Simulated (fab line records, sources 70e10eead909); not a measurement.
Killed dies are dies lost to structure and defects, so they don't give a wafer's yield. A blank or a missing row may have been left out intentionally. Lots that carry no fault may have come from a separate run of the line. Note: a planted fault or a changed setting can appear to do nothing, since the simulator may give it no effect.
fab line records	flow nand-harc
record lots=5	wafers=15	last-day=32
route steps=1302 shown P_ZERO_WELL@26 P_CONTACT@235 END@1302
lots with no fault: from the same line, run without faults
start-h: hours from the record's opening day to when the first of the lot's shown wafers began	wait-h: hours since the lot's step before	" unchanged from the row above	L1.1+2: a row that stands for several wafers	- either no value or no given start	* or withheld: withheld	< > ~ a bound
route shown NAME@n: a module of which the file shows steps, and the number in the route of the first	usual: mean and standard deviation over wafers with no fault	same: alike in all rows	chamber/n: place in a boat	sites: each site's reading	_std_site: their standard deviation	_edge_site: mean of outer sites minus mean of inner sites	radius-mm: how far each site lies from the wafer's centre	mask NAME#n: copy n	behind: the most recent tool/chamber to have shaped the wafer	hold: cause of the lot's hold/its duration in hours/its outcome	device: which transistor (n, p or np) failed to switch	end of line: tests of these same wafers at the route's end	a step with no rows: only its recipe	killed: dies that structure and defects cost at the first sort, which is not the same as the wafer's yield	map: the dies of a wafer, with x for killed, . for not killed, _ for no die there
set.NAME: setting as actually run; set.NAME@STEP: the setting as run at that earlier step	model.NAME: the simulator's own value behind a step, which no gauge read
a table for each step, a row for each wafer; lots at some steps of the route
services: the hour from which a tool's chamber was out of use, counted from the record's first day as start-h (under 0 if before that day), plus the number of hours and why
## steps
# step NHARC_P_ZERO_WELL_EXPOSE_21
# recipe na=0.6	target-cd-nm=720	dose-mj=22.31	mask-id=P_NWELL
# step NHARC_P_ZERO_WELL_PEB_22
# recipe peb-temp-c=118	peb-time-s=85
# step NHARC_P_ZERO_WELL_DEVELOP_23
# recipe time-s=70
# step NHARC_P_ZERO_WELL_CD_MEAS_24
# recipe target-cd-nm=720	landing-energy-ev=500
# usual cd-nm=719.3/1.7
# same landing-energy-ev=500
lot.wafer	tool	chamber	start-h	wait-h	cd-nm
L773.2	cd-sem-02	0	22.46	-	716.6
L773.3	"	0	"	"	720.9
L773.4	"	0	"	"	718.7
L774.2	cd-sem-03	0	32.77	-	719.8
L774.3	"	0	"	"	719.2
L774.4	"	0	"	"	720.7
L777.2	cd-sem-02	0	62.58	-	716.3
L777.3	"	0	"	"	718.1
L777.6	"	0	"	"	718.1
L781.1	cd-sem-03	0	102.33	-	720.6
L781.2	"	0	"	"	719.0
L781.3	"	0	"	"	719.3
L794.3	cd-sem-03	0	232.81	-	720.3
L794.5	"	0	"	"	719.5
L794.6	"	0	"	"	720.3
# step NHARC_P_ZERO_WELL_HARDBAKE_25
# recipe temp-c=125	time-s=80
# step NHARC_P_ZERO_WELL_DESCUM_26
# recipe time-s=3	o2-flow-sccm=200	ar-flow-sccm=0	bias-power-w=0	chemistry=O2
# usual drypump-motor-current-A=5.9/0.37	o2-flow-sccm=200.1/0.58	oes-product-au=0.997/0.011	rf-vpp-V=57.7/0.96	showerhead-plenum-p-Torr=1.89/0.086	throttle-valve-pct=11.312/0.0089
lot.wafer	tool	chamber	start-h	wait-h	drypump-motor-current-A	o2-flow-sccm	oes-product-au	rf-hours-counter-h	rf-vpp-V	showerhead-plenum-p-Torr	throttle-valve-pct
L773.4	rie-diel-11	2	22.63	-	5.7	200.0	0.993	32	57.3	1.82	11.306
L773.2	"	3	"	"	6.5	199.8	1.005	42	57.2	1.79	11.321
L773.3	"	0	"	"	5.8	199.8	0.990	38	58.0	1.97	11.296
L774.3	rie-diel-03	0	32.94	-	6.4	201.0	1.012	32	58.8	1.87	11.315
L774.2	"	1	"	"	6.0	200.4	0.998	32	57.2	1.85	11.308
L774.4	"	2	"	"	6.7	199.3	0.983	20	56.9	1.79	11.305
L777.3	rie-diel-02	1	62.76	-	5.7	200.3	0.991	4	60.2	2.03	11.302
L777.2	"	2	"	"	5.6	200.2	0.995	6	57.8	1.89	11.333
L777.6	"	3	"	"	5.8	200.8	0.978	-	56.3	1.77	11.313
L781.2	rie-diel-02	0	102.49	-	5.6	200.5	0.997	11	59.4	1.94	11.300
L781.3	"	1	"	"	5.8	198.9	0.984	14	57.1	2.03	11.312
L781.1	"	3	"	"	5.7	199.7	0.980	14	56.7	1.77	11.311
L794.3	rie-diel-02	3	232.96	-	5.8	200.6	0.987	2	58.8	2.08	11.314
L794.5	"	3	"	"	5.8	200.4	0.985	-	58.8	2.08	11.320
L794.6	"	0	"	"	5.7	200.4	1.004	-	58.4	1.93	11.307
# step NHARC_P_ZERO_WELL_IMPLANT_27
# recipe energy-kev=600	dose-cm2=1e+13	tilt-deg=7
# step NHARC_P_ZERO_WELL_IMPLANT_57
# recipe energy-kev=250	dose-cm2=4e+12	tilt-deg=7
# step NHARC_P_ZERO_WELL_IMPLANT_58
# recipe energy-kev=100	dose-cm2=2e+12	tilt-deg=7
# step NHARC_P_ZERO_WELL_STRIP_28
# recipe time-s=840	temp-c=130	chemistry=SPM
# step NHARC_P_ZERO_WELL_DEHYDRATE_29
# recipe temp-c=150	time-s=120
# step NHARC_P_ZERO_WELL_HMDS_30
# recipe time-s=30
# step NHARC_P_ZERO_WELL_COAT_31
# recipe spin-rpm=withheld
lot.wafer	tool	chamber	start-h	wait-h
L773.2+3+4	litho-track-02	0	23.68	-
L774.2+3+4	litho-track-05	0	33.99	-
L777.2+3+6	litho-track-07	0	63.82	-
L781.1+2+3	litho-track-05	0	103.57	-
L794.3+5+6	litho-track-07	0	234.07	-
# step NHARC_P_ZERO_WELL_SOFTBAKE_32
# recipe temp-c=122	time-s=95
# step NHARC_P_ZERO_WELL_EBR_33
# step NHARC_P_ZERO_WELL_EXPOSE_34
# recipe na=0.6	target-cd-nm=720	dose-mj=22.31	mask-id=P_PWELL
# step NHARC_P_ZERO_WELL_PEB_35
# recipe peb-temp-c=118	peb-time-s=85
# step NHARC_P_ZERO_WELL_DEVELOP_36
# recipe time-s=70
# step NHARC_P_ZERO_WELL_CD_MEAS_37
# recipe target-cd-nm=720	landing-energy-ev=500
# usual cd-nm=718.7/1.9
# same landing-energy-ev=500
lot.wafer	tool	chamber	start-h	wait-h	cd-nm
L773.2	cd-sem-01	0	23.97	-	718.5
L773.3	"	0	"	"	718.3
L773.4	"	0	"	"	717.0
L774.2	cd-sem-01	0	34.28	-	719.9
L774.3	"	0	"	"	718.3
L774.4	"	0	"	"	721.4
L777.2	cd-sem-03	0	64.12	-	721.3
L777.3	"	0	"	"	721.9
L777.6	"	0	"	"	720.7
L781.1	cd-sem-01	0	103.99	-	719.8
L781.2	"	0	"	"	720.3
L781.3	"	0	"	"	721.4
L794.3	cd-sem-01	0	234.49	-	722.4
L794.5	"	0	"	"	723.3
L794.6	"	0	"	"	721.0
# step NHARC_P_ZERO_WELL_HARDBAKE_38
# recipe temp-c=125	time-s=80
# step NHARC_P_ZERO_WELL_DESCUM_39
# recipe time-s=3	o2-flow-sccm=200	ar-flow-sccm=0	bias-power-w=0	chemistry=O2
# usual drypump-motor-current-A=5.9/0.36	o2-flow-sccm=200.0/0.61	oes-product-au=0.998/0.01	rf-vpp-V=57.7/0.81	showerhead-plenum-p-Torr=1.89/0.08	throttle-valve-pct=11.310/0.0098
lot.wafer	tool	chamber	start-h	wait-h	drypump-motor-current-A	o2-flow-sccm	oes-product-au	rf-hours-counter-h	rf-vpp-V	showerhead-plenum-p-Torr	throttle-valve-pct
L773.2	rie-diel-03	3	24.13	-	6.3	199.9	0.992	28	57.9	1.91	11.304
L773.4	"	0	"	"	6.3	200.7	1.006	27	56.7	1.87	11.301
L773.3	"	1	"	"	6.1	198.9	0.984	29	57.0	1.85	11.323
L774.4	rie-diel-02	0	34.44	-	5.6	200.5	0.984	41	58.4	1.94	11.312
L774.2	"	2	"	"	5.5	200.2	1.000	48	59.1	1.89	11.303
L774.3	"	3	"	"	5.8	200.4	0.994	45	55.6	1.77	11.318
L777.3	rie-diel-11	2	64.29	-	5.7	200.0	1.002	49	58.1	1.81	11.293
L777.2	"	3	"	"	6.5	199.7	1.005	49	56.2	1.79	11.316
L777.6	"	1	"	"	5.5	200.2	1.014	-	58.4	1.93	11.317
L781.1	rie-diel-02	2	104.16	-	5.5	199.5	0.989	16	57.4	1.88	11.327
L781.2	"	3	"	"	5.8	200.7	0.987	15	58.0	1.77	11.324
L781.3	"	0	"	"	5.6	198.8	0.985	11	57.5	1.94	11.324
L794.3	rie-diel-02	3	234.77	-	5.8	199.7	0.988	2	57.4	2.08	11.290
L794.6	"	0	"	"	5.6	200.8	0.991	-	57.5	1.93	11.310
L794.5	"	1	"	"	5.8	200.4	1.000	-	56.7	2.02	11.290
# step NHARC_P_ZERO_WELL_IMPLANT_40
# recipe energy-kev=300	dose-cm2=1e+13	tilt-deg=7
# step NHARC_P_ZERO_WELL_IMPLANT_59
# recipe energy-kev=120	dose-cm2=5e+12	tilt-deg=7
# step NHARC_P_ZERO_WELL_IMPLANT_60
# recipe energy-kev=30	dose-cm2=2e+12	tilt-deg=7
# step NHARC_P_ZERO_WELL_STRIP_41
# recipe time-s=840	temp-c=130	chemistry=SPM
# step NHARC_P_ZERO_WELL_DEHYDRATE_44
# recipe temp-c=150	time-s=120
# step NHARC_P_ZERO_WELL_HMDS_45
# recipe time-s=30
# step NHARC_P_ZERO_WELL_COAT_46
# recipe spin-rpm=withheld
# step NHARC_P_ZERO_WELL_SOFTBAKE_47
# recipe temp-c=122	time-s=95
# step NHARC_P_ZERO_WELL_EBR_48
# step NHARC_P_ZERO_WELL_EXPOSE_49
# recipe na=0.6	target-cd-nm=2000	dose-mj=22.64	mask-id=P_HVPW
# step NHARC_P_ZERO_WELL_PEB_50
# recipe peb-temp-c=118	peb-time-s=85
# step NHARC_P_ZERO_WELL_DEVELOP_51
# recipe time-s=70
# step NHARC_P_ZERO_WELL_CD_MEAS_52
# recipe target-cd-nm=2000	landing-energy-ev=500
# usual cd-nm=2000.4/1.7
# same landing-energy-ev=500
lot.wafer	tool	chamber	start-h	wait-h	cd-nm
L773.2	cd-sem-01	0	25.48	-	2001.0
L773.3	"	0	"	"	1998.3
L773.4	"	0	"	"	1999.4
L774.2	cd-sem-03	0	35.80	-	2000.4
L774.3	"	0	"	"	1998.6
L774.4	"	0	"	"	2001.1
L777.2	cd-sem-03	0	65.78	-	1999.3
L777.3	"	0	"	"	1999.0
L777.6	"	0	"	"	2000.9
L781.1	cd-sem-02	0	105.63	-	2001.1
L781.2	"	0	"	"	1998.7
L781.3	"	0	"	"	2001.0
L794.3	cd-sem-01	0	236.21	-	2002.0
L794.5	"	0	"	"	2003.9
L794.6	"	0	"	"	1999.8
# step NHARC_P_ZERO_WELL_HARDBAKE_53
# recipe temp-c=125	time-s=80
# step NHARC_P_ZERO_WELL_DESCUM_54
# recipe time-s=3	o2-flow-sccm=200	ar-flow-sccm=0	bias-power-w=0	chemistry=O2
# usual drypump-motor-current-A=5.9/0.37	o2-flow-sccm=200.1/0.63	oes-product-au=0.998/0.0085	rf-vpp-V=57.7/0.92	showerhead-plenum-p-Torr=1.89/0.084	throttle-valve-pct=11.312/0.0083
lot.wafer	tool	chamber	start-h	wait-h	drypump-motor-current-A	o2-flow-sccm	oes-product-au	rf-hours-counter-h	rf-vpp-V	showerhead-plenum-p-Torr	throttle-valve-pct
L773.4	rie-diel-11	1	25.64	-	5.5	199.7	0.997	38	56.8	1.93	11.336
L773.3	"	2	"	"	5.6	199.9	1.003	33	56.7	1.82	11.305
L773.2	"	3	"	"	6.5	199.6	1.012	43	56.9	1.79	11.308
L774.3	rie-diel-11	0	35.96	-	5.8	199.7	1.000	42	57.4	1.97	11.309
L774.2	"	1	"	"	5.5	199.8	1.006	42	58.7	1.93	11.305
L774.4	"	2	"	"	5.6	199.2	1.011	38	57.0	1.82	11.306
L777.3	rie-diel-03	3	65.94	-	6.3	198.8	0.997	45	57.5	1.90	11.296
L777.2	"	0	"	"	6.3	199.6	1.019	44	57.6	1.86	11.319
L777.6	"	0	"	"	6.4	200.4	0.997	-	55.6	1.86	11.306
L781.3	rie-diel-02	0	105.80	-	5.6	199.1	0.984	11	58.4	1.94	11.309
L781.1	"	1	"	"	5.8	200.2	0.985	14	59.2	2.03	11.317
L781.2	"	2	"	"	5.6	199.9	0.992	16	57.2	1.88	11.322
L794.3	rie-diel-02	1	236.37	-	5.8	199.4	1.009	2	58.0	2.02	11.306
L794.5	"	1	"	"	5.7	199.8	1.000	-	58.3	2.02	11.301
L794.6	"	2	"	"	5.6	200.5	0.991	-	58.0	1.87	11.320
# step NHARC_P_ZERO_WELL_IMPLANT_55
# recipe energy-kev=180	dose-cm2=8e+11	tilt-deg=7
# step NHARC_P_ZERO_WELL_IMPLANT_61
# recipe energy-kev=30	dose-cm2=5e+11	tilt-deg=7
# step NHARC_P_ZERO_WELL_STRIP_56
# recipe time-s=840	temp-c=130	chemistry=SPM
# step NHARC_P_ZERO_WELL_PRECLEAN_68
# recipe time-s=60	temp-c=50	bath-age-min=0	chemistry=SC1
# step NHARC_P_ZERO_WELL_SRD_69
# step NHARC_P_ZERO_WELL_RTA_42
# recipe temp-c=1100	time-s=300
# usual lamp-power-pct=34.7/1.1	lamp_zone_2_pct=34.7/1.1	wafer_temp_C_max=1104.7/1.2
lot.wafer	tool	chamber	start-h	wait-h	lamp-power-pct	lamp_zone_2_pct	wafer_temp_C_max
L773.2	rtp-anneal-02	0	26.73	-	33.9	33.9	1104.9
L773.3	"	0	"	"	33.8	33.8	1103.3
L773.4	"	0	"	"	33.8	33.9	1103.6
L774.2	rtp-anneal-01	0	37.06	-	36.0	36.1	1106.2
L774.3	"	0	"	"	36.0	36.0	1104.7
L774.4	"	0	"	"	36.0	36.1	1107.5
L777.2	rtp-anneal-02	0	67.02	-	33.8	33.8	1104.3
L777.3	"	0	"	"	33.8	33.9	1104.0
L777.6	"	0	"	"	33.8	33.8	1102.8
L781.1	rtp-anneal-02	0	106.78	-	33.7	33.9	1103.2
L781.2	"	0	"	"	33.7	33.8	1102.4
L781.3	"	0	"	"	33.7	33.7	1103.6
L794.3	rtp-anneal-01	0	237.56	-	36.0	36.1	1105.3
L794.5	"	0	"	"	36.0	35.9	1103.7
L794.6	"	0	"	"	36.0	36.0	1107.8
# step NHARC_P_CONTACT_DESCUM_17
# recipe time-s=3	o2-flow-sccm=200	ar-flow-sccm=0	bias-power-w=0	chemistry=O2
# usual drypump-motor-current-A=5.7/0.5	o2-flow-sccm=200.0/0.56	oes-product-au=1.002/0.01	rf-vpp-V=57.8/1	showerhead-plenum-p-Torr=1.92/0.083	throttle-valve-pct=11.312/0.0091
lot.wafer	tool	chamber	start-h	wait-h	drypump-motor-current-A	o2-flow-sccm	oes-product-au	rf-hours-counter-h	rf-vpp-V	showerhead-plenum-p-Torr	throttle-valve-pct	model.P_CONTACT.cd-nm
L773.2	rie-diel-12	1	122.80	0.1	5.1	199.4	0.997	0.2	58.9	1.98	11.297	90.65
L773.4	"	2	"	"	6.4	201.1	0.999	0.2	57.2	1.92	11.311	90.96
L773.3	"	0	"	"	6.3	199.7	0.986	0.2	58.5	1.81	11.328	90.33
L774.4	rie-diel-04	2	139.47	0.1	5.5	199.8	1.001	6.7	57.0	1.91	11.314	91.06
L774.2	"	0	"	"	6.5	200.7	0.998	8.4	58.6	2.01	11.303	91.62
L774.3	"	1	"	"	5.7	199.5	0.998	5.2	58.7	2.03	11.304	91.15
L777.2	rie-diel-13	0	155.69	0.1	5.4	199.8	0.998	4.1	56.4	1.80	11.312	90.43
L777.3	"	2	"	"	5.0	199.9	1.003	4.3	58.2	1.80	11.329	90.8
L777.6	"	0	"	"	5.3	200.2	0.998	-	58.1	1.80	11.322	89.91
L781.1	rie-diel-12	1	199.29	0.1	5.1	199.1	1.008	2.8	58.3	1.98	11.293	91.72
L781.2	"	2	"	"	6.5	199.6	0.995	2.9	59.5	1.92	11.320	91.89
L781.3	"	0	"	"	6.3	199.3	0.993	3.0	58.1	1.81	11.305	92.62
L794.3	rie-diel-12	1	327.65	0.1	5.1	201.2	1.003	1.7	57.9	1.97	11.314	91.96
L794.5	"	3	"	"	5.2	199.7	0.994	-	55.6	1.88	11.308	90.57
L794.6	"	0	"	"	6.3	200.4	1.004	-	58.8	1.81	11.316	89.79
# step NHARC_P_CONTACT_ETCH_35
# recipe target-depth-a=390	over-etch-frac=0.3	time-s=65	ion-energy-ev=80	cf4-flow-sccm=150	ar-flow-sccm=0	rf-w=300	bias-w=100	chemistry=CF4
# usual drypump-motor-current-A=5.7/0.5	oes-product-au=1.001/0.011	rf-vpp-V=151.4/1.1	showerhead-plenum-p-Torr=1.78/0.069	throttle-valve-pct=13.283/0.0086
lot.wafer	tool	chamber	start-h	wait-h	drypump-motor-current-A	oes-product-au	rf-hours-counter-h	rf-vpp-V	showerhead-plenum-p-Torr	throttle-valve-pct	model.P_CONTACT.cd-nm
L773.2	rie-diel-12	1	122.88	0.1	5.1	0.987	0.2	151.6	1.82	13.294	91.24
L773.4	"	3	"	"	5.2	1.007	0.2	150.1	1.74	13.294	90.86
L773.3	"	0	"	"	6.3	0.984	0.2	150.9	1.68	13.283	90.5
L774.2	rie-diel-04	3	139.58	0.1	5.7	1.010	8.4	150.9	1.86	13.271	91.69
L774.4	"	0	"	"	6.5	0.992	8.4	153.2	1.85	13.274	91.36
L774.3	"	1	"	"	5.8	1.002	5.2	152.3	1.86	13.286	90.97
L777.2	rie-diel-13	2	155.78	0.1	5.0	1.012	4.3	149.5	1.67	13.289	90.88
L777.3	"	0	"	"	5.4	1.016	4.1	148.5	1.67	13.288	91.1
L777.6	"	1	"	"	5.3	0.995	-	149.1	1.67	13.280	90.31
L781.2	rie-diel-12	2	199.39	0.1	6.5	0.989	2.9	153.4	1.78	13.283	92.21
L781.3	"	0	"	"	6.3	0.980	3.0	150.6	1.68	13.295	92.85
L781.1	"	1	"	"	5.1	0.994	2.9	151.1	1.82	13.275	92.44
L794.3	rie-diel-12	2	327.71	0.1	6.4	1.013	1.8	152.0	1.78	13.284	92.28
L794.6	"	2	"	"	6.4	1.016	-	151.1	1.78	13.280	90.06
L794.5	"	3	"	"	5.2	0.998	-	151.1	1.74	13.305	90.85
# step NHARC_END_SORT_01
# recipe temp-c=25
# usual killed-at-array=50/20	killed-at-other=1.2/1.5	killed-at-periphery=3.6/2.6	killed-dies=55/20	killed-open=3.4/2	killed-short=2.7/1.6
# same gross-dies=677
lot.wafer	tool	chamber	start-h	wait-h	killed-at-array	killed-at-other	killed-at-periphery	killed-dies	killed-open	killed-short
L777.2	prober-01	0	604.09	2.8	55	2	0	57	3	1
L777.3	prober-01	0	604.89	3.1	56	6	2	64	6	3
L777.6	prober-01	0	607.29	4.0	61	3	0	64	1	1
L781.1	prober-01	0	645.21	2.5	32	0	4	36	5	4
L781.2	prober-01	0	646.01	2.8	24	0	2	26	0	3
L781.3	prober-01	0	646.80	3.1	22	1	3	26	5	1
# killed by level:class
L777.2 A_CHANNEL_HOLE_D1:chamber-film-flake=35 A_CONTACT:chamber-film-flake=4 A_CHANNEL_HOLE_D2:chamber-film-flake=3 A_ONON_D1:geometric-particle:open=2 A_STAIRCASE:chamber-film-flake=2 A_M0:chamber-film-flake=2 THIN_TSV:chamber-film-flake=2 A_DECK1_JOINT:geometric-particle:open=1
L777.3 A_CHANNEL_HOLE_D1:chamber-film-flake=29 A_CHANNEL_HOLE_D2:chamber-film-flake=12 THIN_TSV:chamber-film-flake=5 P_CONTACT:geometric-particle:open=2 A_CONTACT:chamber-film-flake=2 A_SOURCE_PLATE:geometric-particle:open=1 A_ONON_D1:geometric-particle:short=1 A_CHANNEL_FILL_D1:geometric-particle:short=1
L777.6 A_CHANNEL_HOLE_D1:chamber-film-flake=35 A_CHANNEL_HOLE_D2:chamber-film-flake=11 A_STAIRCASE:chamber-film-flake=5 THIN_TSV:chamber-film-flake=3 A_CONTACT:chamber-film-flake=3 A_ZERO_WELL:chamber-film-flake=2 A_ONON_D2:geometric-particle:open=1 A_ONON_D2:geometric-particle:short=1
L781.1 A_CHANNEL_HOLE_D2:chamber-film-flake=16 P_CONTACT:geometric-particle:open=2 A_STAIRCASE:chamber-film-flake=2 A_WL_FILL:chamber-film-flake=2 A_CONTACT:chamber-film-flake=2 A_M0:chamber-film-flake=2 P_M0:geometric-particle:short=1 A_ONON_D1:geometric-particle:short=1
L781.2 A_CHANNEL_HOLE_D2:chamber-film-flake=8 A_M0:chamber-film-flake=5 A_STAIRCASE:chamber-film-flake=4 A_CHANNEL_HOLE_D1:chamber-film-flake=3 P_GATE:geometric-particle:short=1 A_CHANNEL_FILL_D1:geometric-particle:short=1 A_ONON_D2:geometric-particle:short=1 P_ZERO_WELL:chamber-film-flake=1
L781.3 A_CHANNEL_HOLE_D1:chamber-film-flake=7 A_WL_FILL:chamber-film-flake=5 P_CONTACT:chamber-film-flake=2 A_CHANNEL_HOLE_D2:chamber-film-flake=2 A_STAIRCASE:chamber-film-flake=2 P_CONTACT:geometric-particle:open=1 A_WL_FILL:geometric-particle:open=1 A_CONTACT:geometric-particle:open=1
## services
tool	chamber	start-h	hours	kind
rie-diel-02	1	22.57	4.8	repair
rie-diel-02	-	39.79	9.0	pm
rie-diel-12	1	41.71	4.2	repair
rie-diel-11	3	44.46	12.8	repair
rie-diel-02	0	55.75	12.8	repair
rie-diel-02	3	57.25	4.5	repair
rie-diel-12	3	66.39	3.8	repair
rie-diel-12	3	73.21	9.9	repair
rie-diel-11	-	78.53	9.0	pm
rie-diel-02	-	89.91	1.7	repair
rie-diel-12	-	91.40	9.0	pm
rie-diel-02	3	176.62	17.7	repair
rie-diel-11	3	177.90	8.7	repair
rie-diel-12	3	195.55	11.0	repair
rie-diel-11	1	198.54	4.5	repair
rie-diel-02	-	216.88	9.0	pm
rie-diel-12	-	230.63	4.2	repair
rie-diel-11	3	255.28	5.4	repair
rie-diel-11	-	255.53	9.0	pm
rie-diel-12	-	268.42	9.0	pm
rie-diel-11	0	271.41	8.5	repair
rie-diel-11	1	273.07	9.4	repair
rie-diel-12	3	313.86	5.0	repair
rie-diel-02	2	322.23	13.7	repair
## key
first-sign none at tools or gauges
model-effect step=NHARC_P_CONTACT_DESCUM_17	value=P_CONTACT.cd-nm	without=90.87	struck=92.25
model-effect step=NHARC_P_CONTACT_ETCH_35	value=P_CONTACT.cd-nm	without=91.15	struck=92.53
met-at NHARC_P_ZERO_WELL_COAT_31
struck-wafers L781.2,L781.3
tester-left-out L781
loop-trim step=NHARC_P_CONTACT_EXPOSE_09	setting=dose	lots=L781
onset-between 33.99 103.57
fault kind=process-parameter-drift	tool=litho-track-05	chamber=-	onset-h=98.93	steps=NHARC_P_ZERO_WELL_COAT_31	channel=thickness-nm	offset=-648	shape=step	end-h=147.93	scope=struck-wafers-only	acts-in=these-recipes-only	stated=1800
# tester-left-out: of these lots the tester's yield and bins aren't shown, on N5 and GAA mostly nor the transistor test; their killed dies are dies lost to structure and defects alone, not to doping, threshold or leakage, so they don't give the yield
# loop-trim: a control loop set the setting to another value than it would have without faults
